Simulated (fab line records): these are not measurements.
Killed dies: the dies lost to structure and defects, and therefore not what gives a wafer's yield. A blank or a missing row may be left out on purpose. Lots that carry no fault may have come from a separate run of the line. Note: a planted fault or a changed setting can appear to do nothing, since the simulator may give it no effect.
Chamber matching :: flow nand harc :: NHARC_A_STAIRCASE_ETCH_444 on rie diel-11 has 4 sister chambers
The step etches the open film in C4F8/O2, target depth 20400 nm, time 6800 s. 8 wafers are shown with their chamber, then 7 later ones without.

== WAFERS PAIRED WITH THEIR CHAMBERS ==
wafer: L160.4
chamber: 1
rf vpp V (V): 807
oes product au (a.u.): 0.937

wafer: L160.6
chamber: 1
rf vpp V (V): 807
oes product au (a.u.): 0.932

wafer: L161.6
chamber: 0
rf vpp V (V): 802
oes product au (a.u.): 0.940

wafer: L166.3
chamber: 2
rf vpp V (V): 808
oes product au (a.u.): 0.923

wafer: L166.4
chamber: 3
rf vpp V (V): 801
oes product au (a.u.): 0.924

wafer: L166.6
chamber: 2
rf vpp V (V): 809
oes product au (a.u.): 0.930

wafer: L175.4
chamber: 0
rf vpp V (V): 801
oes product au (a.u.): 0.941

wafer: L175.2
chamber: 3
rf vpp V (V): 815
oes product au (a.u.): 0.970

== WAFERS WITH NO CHAMBER GIVEN ==
wafer: L175.6
rf vpp V (V): 802
oes product au (a.u.): 0.939

wafer: L177.2
rf vpp V (V): 800
oes product au (a.u.): 0.970

wafer: L177.4
rf vpp V (V): 807
oes product au (a.u.): 0.984

wafer: L177.6
rf vpp V (V): 808
oes product au (a.u.): 0.990

wafer: L179.1
rf vpp V (V): 808
oes product au (a.u.): 0.936

wafer: L179.4
rf vpp V (V): 808
oes product au (a.u.): 0.932

wafer: L179.5
rf vpp V (V): 801
oes product au (a.u.): 0.924

== THE CHAMBER EACH PASSED THROUGH ==
wafer: L175.6
from the rows above: can't be placed: 0 or 1 or 3 or 2
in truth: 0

wafer: L177.2
from the rows above: can't be placed: 0 or 3 or 1 or 2
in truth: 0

wafer: L177.4
from the rows above: can't be placed: 3 or 0 or 1 or 2
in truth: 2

wafer: L177.6
from the rows above: can't be placed: 3 or 0 or 1 or 2
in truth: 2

wafer: L179.1
from the rows above: can't be placed: 1 or 2 or 3 or 0
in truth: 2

wafer: L179.4
from the rows above: can't be placed: 1 or 2 or 3 or 0
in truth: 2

wafer: L179.5
from the rows above: can't be placed: 0 or 1 or 2 or 3
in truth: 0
Correct placement for 0 of the 7. Cannot be placed on the basis of these rows: 7; the candidates contain the true chamber in 7. Wrongly placed: 0.
How it was worked out, from the rows above alone: a wafer's distance from a chamber is the root of the sum, over the readings, of the square of ((its reading less the chamber's mean) divided by the reading's scatter). The wafer belongs to the nearest chamber; if the next one is less than 2 further off, it can't be placed. For every chamber, the mean is computed from those of its wafers that are shown. The scatter: the root of (the sum of the squares of (reading less its chamber's mean) over the shown wafers, divided by (wafers less chambers)).
